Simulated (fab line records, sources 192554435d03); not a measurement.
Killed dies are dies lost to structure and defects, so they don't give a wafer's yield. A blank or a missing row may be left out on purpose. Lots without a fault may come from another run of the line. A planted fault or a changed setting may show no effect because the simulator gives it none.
Split-lot experiment | flow n5_finfet | 7 lots, 21 wafers read, on a route of 1938 steps

THE SPLIT
At N5_BEOL_M6_TRENCH_ETCH_37 (etches SiCOH lowk in C4F6/O2, target depth 94.435 nm, time 31.5 s), the setting bias_w was moved away from the recipe's 185 W on 4 of the 21 wafers read, by -17.6% to -11.1%. The other wafers ran this setting at the recipe's value.

FROM THE SPLIT TO THE READING: what the file shows between them, 11 steps
- N5_BEOL_M6_ETCH_41: etches SiCN in CH3F/O2, target depth 29.7 nm, time 52 s
- N5_BEOL_M6_STRIP_80: strips in N2/H2, time 10 s
- N5_BEOL_M6_OCD_MEAS_38
- N5_BEOL_M6_ALD_77: deposits TaN, target thk 2 nm, pulse time 2 s, purge time 3 s (also split here: co_reactant_pulse_time_s)
- N5_BEOL_M6_SURFACE_TREAT_79
- N5_BEOL_M6_CVD_78: deposits Co from CCTBA/H2, target thk 2 nm, time 142.3 s
- N5_BEOL_M6_ECD_50: material Cu, target thk 300 nm
- N5_BEOL_M6_ANNEAL_51: time 90 s
- N5_BEOL_M6_CMP_52: polishes, stops on SiCOH lowk, t overpolish 6.9 s, target thk 80 nm
- N5_BEOL_M6_PRE_CLEAN_55: time 15 s
- N5_BEOL_M6_DEP_56: deposits SiCN from 3MS/NH3, target thk 10 nm, time 17.5 s

THE READING
M6_RS, in ohm/sq, at N5_BEOL_M6_RS_MEAS_57 (measures by four-point-probe). Fault-free wafers of this fab line usually give 0.284 ohm/sq, standard deviation 0.0075 ohm/sq.

wafer  | tool, chamber at the split | bias_w as run, W | against the recipe | M6_RS, ohm/sq | against lot-mates on the recipe
L075.3 | rie_diel-06, 0             | 185              | recipe             | 0.293         | -
L075.5 | rie_diel-06, 0             | 152.5            | -17.6%             | 0.316         | +0.028
L075.6 | rie_diel-06, 3             | 185              | recipe             | 0.284         | -
L077.2 | rie_diel-06, 1             | 157.3            | -15.0%             | 0.308         | +0.027
L077.3 | rie_diel-06, 3             | 157.3            | -15.0%             | 0.300         | +0.019
L077.6 | rie_diel-06, 2             | 185              | recipe             | 0.281         | -
L079.1 | rie_diel-04, 1             | 185              | recipe             | 0.282         | -
L079.3 | rie_diel-04, 2             | 185              | recipe             | 0.283         | -
L079.6 | rie_diel-04, 2             | 185              | recipe             | 0.294         | -
L085.2 | rie_diel-04, 2             | 185              | recipe             | 0.288         | -
L085.5 | rie_diel-04, 2             | 185              | recipe             | 0.286         | -
L085.6 | rie_diel-04, 1             | 185              | recipe             | 0.281         | -
L089.3 | rie_diel-02, 3             | 185              | recipe             | 0.282         | -
L089.4 | rie_diel-02, 2             | 185              | recipe             | 0.280         | -
L089.6 | rie_diel-02, 0             | 185              | recipe             | 0.279         | -
L091.1 | rie_diel-06, 1             | 185              | recipe             | 0.285         | -
L091.4 | rie_diel-06, 2             | 185              | recipe             | 0.288         | -
L091.6 | rie_diel-06, 0             | 164.4            | -11.1%             | 0.303         | +0.017
L096.1 | rie_diel-04, 2             | 185              | recipe             | 0.282         | -
L096.5 | rie_diel-04, 1             | 185              | recipe             | 0.280         | -
L096.6 | rie_diel-04, 2             | 185              | recipe             | 0.281         | -

THE FIT
A straight line over all 21 wafers: M6_RS changes by -0.00156 ohm/sq for each +1% of bias_w; r = -0.90; the points scatter about the line by 0.0045 ohm/sq.
The same after taking each lot's own level away (the mean of its wafers on the recipe; 21 wafers): -0.00154 ohm/sq for each +1%; r = -0.95; scatter 0.0032 ohm/sq.
On that fit, the largest move of bias_w shifts the reading by 0.027 ohm/sq.
The lots' own levels span 0.2803 to 0.2885 ohm/sq, that is 1.1 times the standard deviation above.
So the lot-to-lot level changes the slope little: the two slopes agree.
Check: with one of the wafers moved furthest among these (-17.6%) left out of the fit, the line predicts +0.0268 ohm/sq for it against its lot-mates. It came out at +0.0275 ohm/sq against them.
Tool readings at the split's step, against how far the setting was moved: rf_vpp_V r = +0.99.

OTHER SPLITS ON THESE WAFERS
These wafers also went through other splits before the reading. Each is held against what the fit with the lots' levels taken away leaves over:
other split on the same wafers             | wafers away from the commonest value | r with M6_RS (lot level and that fit taken away)
N5_BEOL_M2_ETCH_69 bias_w                  | 12                                   | -0.11
N5_BEOL_M3_COAT_76 spin_rpm                | 4                                    | +0.15
N5_BEOL_M3_COAT_22 spin_rpm                | 7                                    | -0.23
N5_BEOL_M4_COAT_05 spin_rpm                | 6                                    | -0.01
N5_BEOL_M4_DESCUM_16 time_s                | 1                                    | +0.11
N5_BEOL_M6_ALD_77 co_reactant_pulse_time_s | 9                                    | -0.18

THE WHOLE CHAIN: every reading that the file lists as answering this split, in the file's order
step                      | what it does                                                        | reading                                                                      | change (the file's fit)               | r (the file's)
N5_BEOL_M6_TRENCH_ETCH_37 | etches SiCOH lowk in C4F6/O2, target depth 94.435 nm, time 31.5 s   | rf_vpp_V                                                                     | +5.57 V for each +1% of the setting   | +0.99
N5_BEOL_M6_TRENCH_ETCH_37 | etches SiCOH lowk in C4F6/O2, target depth 94.435 nm, time 31.5 s   | etch.depth_nm (the simulator's own value, which no gauge read)               | +0.323 nm for each +1% of the setting | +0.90
N5_BEOL_M6_TRENCH_ETCH_37 | etches SiCOH lowk in C4F6/O2, target depth 94.435 nm, time 31.5 s   | BEOL_M6.feature_depth_nm (the simulator's own value, which no gauge read)    | +0.32 nm for each +1% of the setting  | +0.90
N5_BEOL_M6_OCD_MEAS_38    |                                                                     | trench_depth_nm                                                              | +0.344 nm for each +1% of the setting | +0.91
N5_BEOL_M6_CMP_52         | polishes, stops on SiCOH lowk, t overpolish 6.9 s, target thk 80 nm | Cu_of_BEOL_M6_ECD_50.thk_nm (the simulator's own value, which no gauge read) | +0.341 nm for each +1% of the setting | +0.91
N5_BEOL_M6_RS_MEAS_57     | measures by four-point-probe                                        | M6_RS                                                                        | -0.00153 for each +1% of the setting  | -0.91

THE FILE'S OWN FIT
M6_RS changes by -0.00153 ohm/sq for each +1% of bias_w, r = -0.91.
